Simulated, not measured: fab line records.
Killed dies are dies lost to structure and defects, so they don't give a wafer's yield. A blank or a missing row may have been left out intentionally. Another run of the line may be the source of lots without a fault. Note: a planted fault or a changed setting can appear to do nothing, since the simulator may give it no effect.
fab line records	flow nand_harc
record: lots: 24	wafers: 72	last_day: 34
route steps=1302 shown A_CONTACT@998
lots with no fault: from the same line, run without faults
start_h: start of the lot's first displayed wafer, in hours after the record's first day	wait_h: hours elapsed since this lot's preceding step	" unchanged from the row above	L1.1+2: a single row standing in for several wafers	- no value, or no start was given	* or withheld: withheld	< > ~ a bound
route shown NAME@n: names a module that has steps shown in the file, with the first one's number in the route	usual: average and standard deviation across the fault-free wafers	same: alike in all rows	chamber/n: place in a boat	sites: the reading at each site	_std_site: standard deviation of those values	_edge_site: mean of outer sites minus mean of inner sites	radius_mm: how far each site lies from the wafer's centre	mask NAME#n: copy n	behind: tool/chamber where the wafer was last shaped	hold: reason for holding the lot/hours on hold/outcome of the hold	device: names the non-switching transistor (n, p or np)	end of line: tests run on the same wafers once the route is complete	a step with no rows: only its recipe	killed: the dies lost at the first sort to structure and to defects; this is not the yield of the wafer	map: shows each die of a wafer: x if killed, . if not, _ if none is there
set.NAME: setting as actually run; set.NAME@STEP: the setting as run at that earlier step	model.NAME: the simulator's own value behind a step, which no gauge read
the route's steps for a sample of lots (tables are steps, rows are wafers)
services: a tool's chamber out of use, with start hour (start_h, from the record's first day; less than 0 if before it), hours out, and reason
== steps ==
step: NHARC_A_CONTACT_OVL_MEAS_43
usual: overlay_x_nm: -0.3/0.89	overlay_y_nm: -0.1/1
lot.wafer	tool	chamber	start_h	wait_h	overlay_x_nm	overlay_y_nm
L074.4	overlay-01	-	495.71	-	0.1	-0.2
L074.5	"	-	"	"	-0.3	-0.6
L074.6	"	-	"	"	-0.6	-0.1
L075.2	overlay-02	-	501.03	-	-0.6	0.3
L075.3	"	-	"	"	-0.3	0.5
L075.5	"	-	"	"	-0.2	0.5
L076.2	overlay-02	-	501.48	-	0.9	0.5
L076.4	"	-	"	"	0.5	0.6
L076.5	"	-	"	"	0.8	0.8
L079.1	overlay-02	-	526.23	-	-0.8	-1.1
L079.2	"	-	"	"	-0.7	-0.6
L079.4	"	-	"	"	-1.0	-0.9
L077.1	overlay-01	-	526.82	-	0.7	0.1
L077.2	"	-	"	"	1.0	-0.2
L077.3	"	-	"	"	0.6	-0.3
L078.1	overlay-01	-	533.72	-	-2.2	-0.9
L078.3	"	-	"	"	-2.0	-0.5
L078.4	"	-	"	"	-2.6	-0.4
L080.1	overlay-02	-	533.74	-	0.9	0.4
L080.3	"	-	"	"	0.7	0.3
L080.5	"	-	"	"	0.2	0.1
L081.1	overlay-01	-	558.08	-	-0.7	-0.3
L081.3	"	-	"	"	-0.1	0.2
L081.4	"	-	"	"	0.0	0.3
L082.1	overlay-01	-	558.81	-	0.4	0.3
L082.3	"	-	"	"	0.5	-0.2
L082.6	"	-	"	"	0.7	0.6
L083.1	overlay-01	-	576.24	-	-0.5	0.6
L083.4	"	-	"	"	-0.4	0.4
L083.6	"	-	"	"	-0.6	0.2
L085.1	overlay-02	-	591.07	-	-1.4	0.0
L085.2	"	-	"	"	-0.9	-0.1
L085.3	"	-	"	"	-1.5	0.2
L084.2	overlay-01	-	591.92	-	0.6	2.1
L084.5	"	-	"	"	0.7	2.2
L084.6	"	-	"	"	0.7	1.9
L086.3	overlay-01	-	608.82	-	0.2	0.3
L086.4	"	-	"	"	0.6	0.2
L086.6	"	-	"	"	0.2	0.4
L087.2	overlay-01	-	620.74	-	0.9	0.6
L087.5	"	-	"	"	1.2	0.6
L087.6	"	-	"	"	0.7	0.8
L089.2	overlay-02	-	632.21	-	-1.6	-0.6
L089.4	"	-	"	"	-1.9	-1.2
L089.5	"	-	"	"	-1.3	-0.8
L088.2	overlay-01	-	636.41	-	-0.7	0.5
L088.4	"	-	"	"	-0.2	1.4
L088.5	"	-	"	"	-0.4	0.8
L090.3	overlay-02	-	655.83	-	-1.1	0.2
L090.4	"	-	"	"	-1.5	1.1
L090.6	"	-	"	"	-1.4	1.1
L091.3	overlay-01	-	669.01	-	-0.8	-1.6
L091.4	"	-	"	"	-1.2	-0.8
L091.6	"	-	"	"	-0.5	-1.3
L093.2	overlay-02	-	670.63	-	0.9	-0.1
L093.5	"	-	"	"	1.4	-0.2
L093.6	"	-	"	"	1.5	-0.4
L092.2	overlay-02	-	674.70	-	-0.7	-2.5
L092.4	"	-	"	"	-0.6	-2.9
L092.6	"	-	"	"	-0.4	-2.5
L094.2	overlay-02	-	688.57	-	0.8	-0.5
L094.4	"	-	"	"	-0.1	-0.1
L094.6	"	-	"	"	0.4	-0.1
L095.2	overlay-02	-	704.68	-	0.5	1.0
L095.4	"	-	"	"	-0.5	0.9
L095.6	"	-	"	"	-0.6	0.4
L097.2	overlay-01	-	721.74	-	-1.1	0.5
L097.4	"	-	"	"	-0.9	0.2
L097.6	"	-	"	"	-0.8	0.2
L096.1	overlay-02	-	742.37	-	-1.6	-1.6
L096.2	"	-	"	"	-0.3	-2.1
L096.3	"	-	"	"	-0.9	-1.9
step: NHARC_A_CONTACT_ETCH_116
recipe: source_w: withheld	pressure_mtorr: 20	bias_v: 3000	time_s: 190	target_depth_a: 18500	ar_flow_sccm: withheld	c4f8_flow_sccm: withheld	o2_flow_sccm: withheld	chemistry: C4F8/O2/Ar
lot.wafer	tool	chamber	start_h	wait_h	rf_hours_counter_h
L074.4	har_cap_etch-02	0	498.59	0.1	-
L074.5	"	1	"	"	-
L074.6	"	0	"	"	-
L075.2	har_cap_etch-03	1	503.97	0.1	41
L075.3	"	0	"	"	-
L075.5	"	0	"	"	-
L076.2	har_cap_etch-02	1	505.20	0.1	87
L076.4	"	0	"	"	-
L076.5	"	1	"	"	-
L079.1	har_cap_etch-01	1	529.06	0.1	2
L079.2	"	0	"	"	2
L079.4	"	1	"	"	-
L077.2	har_cap_etch-02	0	529.62	0.1	92
L077.1	"	1	"	"	92
L077.3	"	1	"	"	-
L080.1	har_cap_etch-01	0	536.55	0.1	4
L080.3	"	1	"	"	-
L080.5	"	0	"	"	-
L078.1	har_cap_etch-03	0	536.63	0.1	48
L078.4	"	1	"	"	-
L078.3	"	0	"	"	-
L081.1	har_cap_etch-03	1	560.90	0.1	54
L081.4	"	0	"	"	-
L081.3	"	1	"	"	-
L082.1	har_cap_etch-02	0	564.86	0.1	99
L082.3	"	1	"	"	-
L082.6	"	1	"	"	-
L083.1	har_cap_etch-02	0	579.05	0.1	102
L083.4	"	0	"	"	-
L083.6	"	1	"	"	-
L085.2	har_cap_etch-02	0	593.87	0.1	104
L085.1	"	1	"	"	104
L085.3	"	0	"	"	-
L084.2	har_cap_etch-03	0	594.72	0.1	59
L084.5	"	0	"	"	-
L084.6	"	1	"	"	-
L086.4	har_cap_etch-01	0	611.69	0.1	-
L086.3	"	1	"	"	-
L086.6	"	1	"	"	-
L087.2	har_cap_etch-01	1	623.59	0.1	20
L087.6	"	0	"	"	-
L087.5	"	1	"	"	-
L089.2	har_cap_etch-02	0	635.02	0.1	109
L089.4	"	1	"	"	-
L089.5	"	1	"	"	-
L088.2	har_cap_etch-02	0	639.26	0.1	112
L088.4	"	1	"	"	-
L088.5	"	1	"	"	-
L090.4	har_cap_etch-02	0	658.69	0.1	-
L090.3	"	1	"	"	-
L090.6	"	0	"	"	-
L091.3	har_cap_etch-03	1	671.85	0.1	-
L091.4	"	0	"	"	-
L091.6	"	1	"	"	-
L093.2	har_cap_etch-02	0	673.46	0.1	118
L093.6	"	1	"	"	-
L093.5	"	0	"	"	-
L092.2	har_cap_etch-03	1	677.53	0.1	73
L092.4	"	0	"	"	-
L092.6	"	0	"	"	-
L094.2	har_cap_etch-02	0	691.65	0.2	122
L094.4	"	1	"	"	-
L094.6	"	0	"	"	-
L095.2	har_cap_etch-03	0	707.48	0.1	78
L095.4	"	1	"	"	-
L095.6	"	0	"	"	-
L097.2	har_cap_etch-03	1	724.59	0.1	81
L097.4	"	1	"	"	-
L097.6	"	0	"	"	-
L096.1	har_cap_etch-01	1	745.22	0.1	39
L096.2	"	0	"	"	39
L096.3	"	0	"	"	-
step: NHARC_A_CONTACT_STRIP_55
recipe: o2_flow_sccm: 500	ar_flow_sccm: 0	bias_w: 0	chemistry: O2
usual: drypump_motor_current_A: 5.9/0.33	oes_product_au: 0.998/0.0063	rf_vpp_V: 57.8/0.85	showerhead_plenum_p_Torr: 3.58/0.14	throttle_valve_pct: 17.036/0.009
lot.wafer	tool	chamber	start_h	wait_h	drypump_motor_current_A	oes_product_au	rf_hours_counter_h	rf_vpp_V	showerhead_plenum_p_Torr	throttle_valve_pct
L074.4	rie_diel-08	2	-	-	5.6	1.002	19	57.4	3.69	17.054
L074.6	"	0	"	"	6.0	0.995	-	57.7	3.63	17.045
L074.5	"	1	"	"	6.1	1.001	-	57.7	3.40	17.027
L075.2	rie_diel-08	2	-	-	5.6	0.990	21	57.8	3.69	17.034
L075.3	"	3	"	"	5.8	1.006	23	59.0	3.68	17.031
L075.5	"	1	"	"	6.1	1.004	-	57.1	3.40	17.037
L076.4	rie_diel-08	2	-	-	5.7	1.004	22	58.7	3.69	17.042
L076.2	"	1	"	"	6.1	0.993	24	58.6	3.40	17.046
L076.5	"	2	"	"	5.6	0.995	-	57.3	3.69	17.040
L079.4	rie_diel-08	2	-	-	5.7	1.000	25	56.6	3.69	17.038
L079.1	"	3	"	"	5.8	0.998	27	57.4	3.68	17.033
L079.2	"	0	"	"	6.0	0.991	26	58.4	3.63	17.044
L077.3	rie_diel-08	1	-	-	6.1	1.010	27	56.2	3.40	17.029
L077.2	"	2	"	"	5.7	0.992	25	58.6	3.69	17.038
L077.1	"	3	"	"	5.9	1.011	27	57.1	3.68	17.033
L078.4	rie_diel-08	3	-	-	5.9	1.005	30	58.1	3.68	17.036
L078.1	"	0	"	"	6.0	0.999	28	57.8	3.63	17.036
L078.3	"	1	"	"	6.1	0.992	29	57.7	3.40	17.033
L080.3	rie_diel-09	2	-	-	6.2	1.000	7	59.0	3.78	17.034
L080.1	"	0	"	"	6.0	1.006	9	57.5	3.30	17.026
L080.5	"	3	"	"	6.5	1.000	-	58.7	3.53	17.043
L081.3	rie_diel-08	2	-	-	5.6	0.994	1	58.2	3.68	17.018
L081.4	"	3	"	"	5.8	1.004	1	57.6	3.68	17.030
L081.1	"	0	"	"	6.0	0.988	1	57.7	3.63	17.045
L082.3	rie_diel-08	1	-	-	6.1	0.997	1	58.1	3.39	17.036
L082.1	"	2	"	"	5.6	0.994	1	59.0	3.68	17.032
L082.6	"	0	"	"	6.0	1.000	-	58.2	3.63	17.046
L083.1	rie_diel-01	3	-	-	5.9	0.999	2	57.7	3.32	17.022
L083.4	"	0	"	"	5.4	1.000	2	56.8	3.43	17.047
L083.6	"	3	"	"	5.9	0.994	-	57.4	3.32	17.035
L085.3	rie_diel-09	1	-	-	4.7	0.993	32	57.5	3.53	17.043
L085.2	"	2	"	"	6.2	0.996	32	58.2	3.76	17.022
L085.1	"	0	"	"	6.0	0.999	30	57.1	3.29	17.049
L084.2	rie_diel-08	2	-	-	5.6	0.998	6	58.0	3.68	17.040
L084.6	"	3	"	"	5.8	1.001	-	55.9	3.67	17.028
L084.5	"	0	"	"	6.0	0.995	-	58.2	3.62	17.032
L086.4	rie_diel-08	3	-	-	5.8	1.004	9	58.5	3.67	17.031
L086.3	"	0	"	"	6.0	0.996	10	57.7	3.62	17.060
L086.6	"	2	"	"	5.6	0.989	-	58.9	3.68	17.016
L087.2	rie_diel-08	0	-	-	6.0	0.981	13	57.4	3.62	17.026
L087.5	"	0	"	"	6.0	0.999	-	58.9	3.62	17.031
L087.6	"	1	"	"	6.1	0.999	-	57.2	3.39	17.032
L089.2	rie_diel-08	1	-	-	6.1	1.004	15	55.8	3.39	17.049
L089.4	"	2	"	"	5.7	0.993	14	56.4	3.68	17.025
L089.5	"	2	"	"	5.7	1.000	-	58.0	3.68	17.029
L088.2	rie_diel-08	0	-	-	6.0	1.001	15	56.0	3.62	17.024
L088.4	"	2	"	"	5.6	0.999	14	59.3	3.68	17.039
L088.5	"	3	"	"	5.8	0.997	-	58.7	3.67	17.031
L090.3	rie_diel-08	2	-	-	5.6	0.994	16	58.0	3.68	17.029
L090.4	"	0	"	"	6.0	1.001	16	57.2	3.62	17.055
L090.6	"	2	"	"	5.6	0.992	-	58.2	3.68	17.033
L091.4	rie_diel-01	3	-	-	5.8	1.002	30	58.5	3.31	17.045
L091.3	"	1	"	"	5.5	0.995	36	58.1	3.48	17.048
L091.6	"	3	"	"	5.8	1.001	-	57.3	3.31	17.044
L093.2	rie_diel-08	2	-	-	5.6	0.991	19	57.1	3.67	17.043
L093.6	"	2	"	"	5.6	0.997	-	57.5	3.67	17.037
L093.5	"	3	"	"	5.8	1.005	-	56.5	3.67	17.034
L092.2	rie_diel-08	0	-	-	6.0	0.987	21	57.2	3.62	17.031
L092.4	"	2	"	"	5.6	0.995	19	58.7	3.67	17.053
L092.6	"	3	"	"	5.8	1.001	-	58.2	3.67	17.030
L094.2	rie_diel-08	2	-	-	5.6	0.988	25	58.1	3.67	17.037
L094.6	"	1	"	"	6.1	0.999	-	56.9	3.38	17.027
L094.4	"	3	"	"	5.8	0.988	-	58.4	3.66	17.030
L095.2	rie_diel-09	1	-	-	4.7	0.991	5	56.8	3.51	17.025
L095.4	"	3	"	"	6.5	0.997	6	57.6	3.50	17.056
L095.6	"	2	"	"	6.1	1.007	-	58.0	3.74	17.036
L097.2	rie_diel-09	3	-	-	6.4	0.995	13	59.0	3.49	17.018
L097.4	"	0	"	"	6.0	1.001	7	57.7	3.80	17.038
L097.6	"	3	"	"	6.4	0.998	-	57.8	3.49	17.035
L096.3	rie_diel-01	0	-	-	5.4	0.995	0	57.7	3.40	17.031
L096.1	"	2	"	"	5.7	1.008	0	58.8	3.72	17.026
L096.2	"	3	"	"	5.9	1.000	0	57.3	3.30	17.040
step: NHARC_A_CONTACT_ETCH_124
recipe: source_w: withheld	pressure_mtorr: 20	bias_v: withheld	time_s: 140	target_depth_a: 7000	ar_flow_sccm: withheld	c4f8_flow_sccm: withheld	o2_flow_sccm: withheld	chemistry: C4F8/O2/Ar
lot.wafer	tool	chamber	start_h	wait_h	rf_hours_counter_h
L074.4	har_cap_etch-03	0	507.99	-	-
L074.6	"	0	"	"	-
L074.5	"	1	"	"	-
L075.2	har_cap_etch-02	1	513.09	-	88
L075.3	"	0	"	"	-
L075.5	"	1	"	"	-
L076.2	har_cap_etch-03	1	514.19	-	44
L076.4	"	0	"	"	-
L076.5	"	0	"	"	-
L079.2	har_cap_etch-02	0	538.50	-	94
L079.1	"	1	"	"	94
L079.4	"	0	"	"	-
L077.2	har_cap_etch-01	1	539.34	-	6
L077.1	"	0	"	"	6
L077.3	"	1	"	"	-
L078.1	har_cap_etch-03	1	545.51	-	50
L078.4	"	1	"	"	-
L078.3	"	0	"	"	-
L080.1	har_cap_etch-02	1	546.12	-	96
L080.3	"	1	"	"	-
L080.5	"	1	"	"	-
L081.1	har_cap_etch-01	1	570.95	-	10
L081.4	"	0	"	"	-
L081.3	"	1	"	"	-
L082.1	har_cap_etch-03	1	573.73	-	55
L082.3	"	0	"	"	-
L082.6	"	1	"	"	-
L083.1	har_cap_etch-01	0	588.44	-	13
L083.4	"	0	"	"	-
L083.6	"	1	"	"	-
L085.2	har_cap_etch-02	1	603.35	-	106
L085.1	"	0	"	"	106
L085.3	"	1	"	"	-
L084.2	har_cap_etch-03	1	603.72	-	61
L084.6	"	0	"	"	-
L084.5	"	1	"	"	-
L086.4	har_cap_etch-03	1	625.66	-	-
L086.3	"	0	"	"	-
L086.6	"	0	"	"	-
L087.2	har_cap_etch-01	1	635.59	-	21
L087.5	"	1	"	"	-
L087.6	"	0	"	"	-
L089.2	har_cap_etch-03	0	644.08	-	67
L089.4	"	1	"	"	-
L089.5	"	0	"	"	-
L088.2	har_cap_etch-02	0	648.57	-	113
L088.4	"	1	"	"	-
L088.5	"	0	"	"	-
L090.3	har_cap_etch-01	0	668.29	-	-
L090.4	"	1	"	"	-
L090.6	"	1	"	"	-
L091.4	har_cap_etch-02	1	682.87	-	-
L091.3	"	0	"	"	-
L091.6	"	0	"	"	-
L093.2	har_cap_etch-01	0	685.94	-	29
L093.6	"	1	"	"	-
L093.5	"	0	"	"	-
L092.2	har_cap_etch-03	1	687.87	-	75
L092.4	"	1	"	"	-
L092.6	"	1	"	"	-
L094.2	har_cap_etch-02	1	702.24	-	124
L094.4	"	1	"	"	-
L094.6	"	1	"	"	-
L095.2	har_cap_etch-02	0	718.08	-	125
L095.4	"	1	"	"	-
L095.6	"	0	"	"	-
L097.2	har_cap_etch-03	0	733.97	-	82
L097.4	"	0	"	"	-
L097.6	"	1	"	"	-
L096.1	har_cap_etch-01	1	758.57	-	43
L096.2	"	0	"	"	43
L096.3	"	0	"	"	-
step: NHARC_A_CONTACT_ETCH_127
recipe: source_w: withheld	pressure_mtorr: 20	bias_v: 3000	time_s: 197	target_depth_a: 19180	ar_flow_sccm: withheld	c4f8_flow_sccm: withheld	o2_flow_sccm: withheld	chemistry: C4F8/O2/Ar
lot.wafer	tool	chamber	start_h	wait_h	rf_hours_counter_h
L074.4	har_cap_etch-03	0	508.53	0.1	-
L074.6	"	0	"	"	-
L074.5	"	1	"	"	-
L075.2	har_cap_etch-02	1	513.63	0.1	89
L075.3	"	0	"	"	-
L075.5	"	1	"	"	-
L076.2	har_cap_etch-03	1	514.74	0.1	45
L076.4	"	0	"	"	-
L076.5	"	0	"	"	-
L079.2	har_cap_etch-02	0	539.06	0.1	94
L079.1	"	1	"	"	94
L079.4	"	0	"	"	-
L077.2	har_cap_etch-01	1	539.89	0.1	6
L077.1	"	0	"	"	6
L077.3	"	1	"	"	-
L078.1	har_cap_etch-03	1	546.05	0.1	50
L078.4	"	1	"	"	-
L078.3	"	0	"	"	-
L080.1	har_cap_etch-02	1	546.68	0.1	96
L080.3	"	1	"	"	-
L080.5	"	1	"	"	-
L081.1	har_cap_etch-01	1	571.68	0.2	11
L081.4	"	0	"	"	-
L081.3	"	1	"	"	-
L082.1	har_cap_etch-03	1	574.29	0.1	56
L082.3	"	0	"	"	-
L082.6	"	1	"	"	-
L083.1	har_cap_etch-01	0	588.99	0.1	14
L083.4	"	0	"	"	-
L083.6	"	1	"	"	-
L085.2	har_cap_etch-02	1	604.09	0.2	106
L085.1	"	0	"	"	106
L085.3	"	1	"	"	-
L084.2	har_cap_etch-03	1	604.28	0.1	61
L084.6	"	0	"	"	-
L084.5	"	1	"	"	-
L086.4	har_cap_etch-03	1	626.21	0.1	-
L086.3	"	0	"	"	-
L086.6	"	0	"	"	-
L087.2	har_cap_etch-01	1	636.14	0.1	22
L087.5	"	1	"	"	-
L087.6	"	0	"	"	-
L089.2	har_cap_etch-03	0	644.63	0.1	67
L089.4	"	1	"	"	-
L089.5	"	0	"	"	-
L088.2	har_cap_etch-02	0	649.12	0.1	114
L088.4	"	1	"	"	-
L088.5	"	0	"	"	-
L090.3	har_cap_etch-01	0	668.83	0.1	-
L090.4	"	1	"	"	-
L090.6	"	1	"	"	-
L091.4	har_cap_etch-02	1	683.60	0.2	-
L091.3	"	0	"	"	-
L091.6	"	0	"	"	-
L093.2	har_cap_etch-01	0	686.49	0.1	29
L093.6	"	1	"	"	-
L093.5	"	0	"	"	-
L092.2	har_cap_etch-03	1	688.42	0.1	75
L092.4	"	1	"	"	-
L092.6	"	1	"	"	-
L094.2	har_cap_etch-02	1	702.79	0.1	124
L094.4	"	1	"	"	-
L094.6	"	1	"	"	-
L095.2	har_cap_etch-02	0	718.82	0.2	126
L095.4	"	1	"	"	-
L095.6	"	0	"	"	-
L097.2	har_cap_etch-03	0	734.52	0.1	83
L097.4	"	0	"	"	-
L097.6	"	1	"	"	-
L096.1	har_cap_etch-01	1	759.12	0.1	43
L096.2	"	0	"	"	43
L096.3	"	0	"	"	-
step: NHARC_A_CONTACT_ETCH_91
recipe: target_depth_a: 400	over_etch_frac: 0.5	time_s: 85.7	ion_energy_ev: 120	ch3f_flow_sccm: 50	o2_flow_sccm: 30	ar_flow_sccm: 200	rf_w: 500	bias_w: 100	chemistry: CH3F/O2
usual: drypump_motor_current_A: 5.8/0.37	oes_product_au: 0.94/0.032	rf_vpp_V: 244.7/1.7	showerhead_plenum_p_Torr: 2.48/0.1	throttle_valve_pct: 20.662/0.0083
same: over_etch_frac: 0.5
lot.wafer	tool	chamber	start_h	wait_h	drypump_motor_current_A	oes_product_au	rf_hours_counter_h	rf_vpp_V	showerhead_plenum_p_Torr	throttle_valve_pct
L074.4	rie_diel-08	0	510.34	0.6	6.0	0.92	23	247.3	2.53	20.677
L074.6	"	2	"	"	5.6	0.93	-	246.3	2.57	20.656
L074.5	"	3	"	"	5.8	0.93	-	246.2	2.57	20.660
L075.2	rie_diel-09	2	515.46	0.7	6.2	1.00	1	247.3	2.64	20.665
L075.3	"	0	"	"	6.0	1.01	1	240.5	2.30	20.665
L075.5	"	2	"	"	6.1	1.00	-	246.6	2.64	20.675
L076.2	rie_diel-08	1	516.60	0.7	6.1	0.93	25	242.2	2.36	20.657
L076.4	"	2	"	"	5.6	0.93	23	244.4	2.57	20.662
L076.5	"	1	"	"	6.1	0.93	-	242.8	2.36	20.658
L079.1	rie_diel-08	2	540.93	0.7	5.6	0.93	27	245.4	2.57	20.658
L079.2	"	0	"	"	6.0	0.92	28	245.5	2.53	20.665
L079.4	"	1	"	"	6.1	0.93	29	243.7	2.36	20.665
L077.3	rie_diel-01	1	541.74	0.6	5.4	0.94	52	243.1	2.44	20.657
L077.2	"	3	"	"	5.9	0.93	52	241.4	2.31	20.666
L077.1	"	0	"	"	5.4	0.93	58	243.2	2.39	20.661
L078.3	rie_diel-09	0	547.92	0.5	6.0	0.99	12	242.0	2.29	20.659
L078.1	"	2	"	"	6.1	1.01	11	246.7	2.64	20.643
L078.4	"	3	"	"	6.5	1.01	11	243.7	2.46	20.666
L080.1	rie_diel-09	3	548.59	0.8	6.4	0.94	12	244.2	2.46	20.660
L080.3	"	0	"	"	6.0	0.93	13	243.2	2.29	20.650
L080.5	"	0	"	"	6.0	0.92	-	242.6	2.29	20.662
L081.4	rie_diel-01	3	574.00	0.6	5.9	1.00	1	242.4	2.31	20.662
L081.3	"	1	"	"	5.4	0.99	1	244.2	2.44	20.662
L081.1	"	2	"	"	5.7	1.01	1	246.2	2.62	20.682
L082.1	rie_diel-08	0	576.13	0.7	6.0	0.92	4	244.8	2.53	20.654
L082.3	"	2	"	"	5.6	0.93	3	246.0	2.57	20.657
L082.6	"	1	"	"	6.1	0.91	-	243.2	2.36	20.668
L083.4	rie_diel-09	0	590.87	0.6	6.0	0.93	27	244.1	2.29	20.649
L083.1	"	1	"	"	4.7	0.94	29	244.1	2.46	20.662
L083.6	"	3	"	"	6.4	0.92	-	243.7	2.45	20.671
L084.2	rie_diel-08	2	606.10	0.7	5.6	0.93	7	245.5	2.57	20.662
L084.5	"	1	"	"	6.1	0.93	-	244.2	2.36	20.656
L084.6	"	2	"	"	5.7	0.92	-	244.4	2.57	20.660
L085.3	rie_diel-08	3	606.42	0.6	5.9	0.92	8	246.1	2.56	20.654
L085.1	"	1	"	"	6.1	0.93	8	241.8	2.36	20.660
L085.2	"	2	"	"	5.6	0.91	7	245.5	2.57	20.674
L086.3	rie_diel-08	3	628.03	0.5	5.8	0.92	12	244.8	2.56	20.669
L086.4	"	0	"	"	6.0	0.92	13	245.8	2.53	20.665
L086.6	"	2	"	"	5.6	0.92	-	246.9	2.57	20.646
L087.2	rie_diel-08	2	638.01	0.7	5.6	0.93	14	245.4	2.57	20.670
L087.6	"	0	"	"	6.0	0.93	-	245.5	2.52	20.659
L087.5	"	1	"	"	6.1	0.93	-	242.9	2.36	20.653
L089.4	rie_diel-08	2	646.49	0.5	5.6	0.92	14	245.4	2.57	20.665
L089.2	"	3	"	"	5.9	0.93	14	246.7	2.56	20.659
L089.5	"	1	"	"	6.1	0.93	-	244.6	2.36	20.659
L088.2	rie_diel-08	3	650.99	0.7	5.8	0.93	14	244.1	2.56	20.670
L088.5	"	1	"	"	6.1	0.93	-	243.4	2.36	20.656
L088.4	"	3	"	"	5.8	0.93	-	246.0	2.56	20.654
L090.4	rie_diel-09	0	670.65	0.5	6.0	0.93	54	240.0	2.28	20.665
L090.3	"	1	"	"	4.7	0.92	55	244.4	2.45	20.671
L090.6	"	3	"	"	6.5	0.92	-	245.6	2.44	20.673
L091.3	rie_diel-08	0	685.90	0.6	6.0	0.90	22	245.2	2.52	20.651
L091.6	"	2	"	"	5.6	0.92	-	246.4	2.56	20.650
L091.4	"	0	"	"	6.0	0.91	-	244.9	2.52	20.657
L093.2	rie_diel-01	2	688.36	0.7	5.8	1.00	39	245.3	2.60	20.645
L093.5	"	3	"	"	5.8	1.01	-	241.6	2.30	20.672
L093.6	"	0	"	"	5.4	1.01	-	243.3	2.38	20.661
L092.2	rie_diel-09	1	690.29	0.7	4.7	1.00	0	244.1	2.45	20.656
L092.4	"	2	"	"	6.2	1.00	0	247.5	2.62	20.663
L092.6	"	0	"	"	6.0	1.02	-	247.4	2.66	20.652
L094.4	rie_diel-08	2	704.61	0.5	5.6	0.92	25	245.4	2.56	20.673
L094.2	"	3	"	"	5.9	0.92	26	244.3	2.55	20.660
L094.6	"	2	"	"	5.7	0.92	-	246.3	2.56	20.647
L095.4	rie_diel-08	3	721.16	0.6	5.8	0.96	28	246.5	2.55	20.663
L095.2	"	1	"	"	6.1	0.96	27	242.9	2.35	20.650
L095.6	"	0	"	"	6.0	0.94	-	244.6	2.52	20.660
L097.4	rie_diel-08	0	736.36	0.6	6.0	0.97	1	245.8	2.52	20.665
L097.2	"	1	"	"	6.1	0.95	1	242.6	2.35	20.669
L097.6	"	1	"	"	6.1	0.96	-	242.7	2.35	20.666
L096.2	rie_diel-01	0	760.97	0.7	5.3	0.92	4	243.1	2.37	20.657
L096.1	"	1	"	"	5.5	0.93	2	244.8	2.41	20.686
L096.3	"	2	"	"	5.8	0.92	4	246.2	2.59	20.663
== services ==
tool	chamber	start_h	hours	kind
rie_diel-08	0	476.14	-	clean
rie_diel-08	1	476.14	-	clean
rie_diel-08	2	476.14	-	clean
rie_diel-08	3	476.14	-	clean
rie_diel-01	3	476.54	5.0	repair
rie_diel-01	2	484.32	20.3	repair
har_cap_etch-01	-	497.00	17.0	pm
rie_diel-09	-	499.71	9.0	pm
rie_diel-08	0	500.64	-	clean
rie_diel-08	-	546.12	9.0	pm
rie_diel-01	-	561.14	9.0	pm
har_cap_etch-03	-	583.84	0.6	repair
rie_diel-01	3	618.65	3.9	repair
rie_diel-08	2	650.03	5.1	repair
rie_diel-09	-	676.71	9.0	pm
rie_diel-01	-	682.16	0.1	repair
rie_diel-08	0	693.17	7.0	repair
rie_diel-09	0	718.17	5.7	repair
rie_diel-08	-	723.12	9.0	pm
har_cap_etch-03	-	728.64	0.8	repair
rie_diel-01	-	738.14	9.0	pm
rie_diel-01	1	750.67	5.0	repair
har_cap_etch-02	-	754.00	17.0	pm
rie_diel-08	0	757.23	3.3	repair
== key ==
fault none
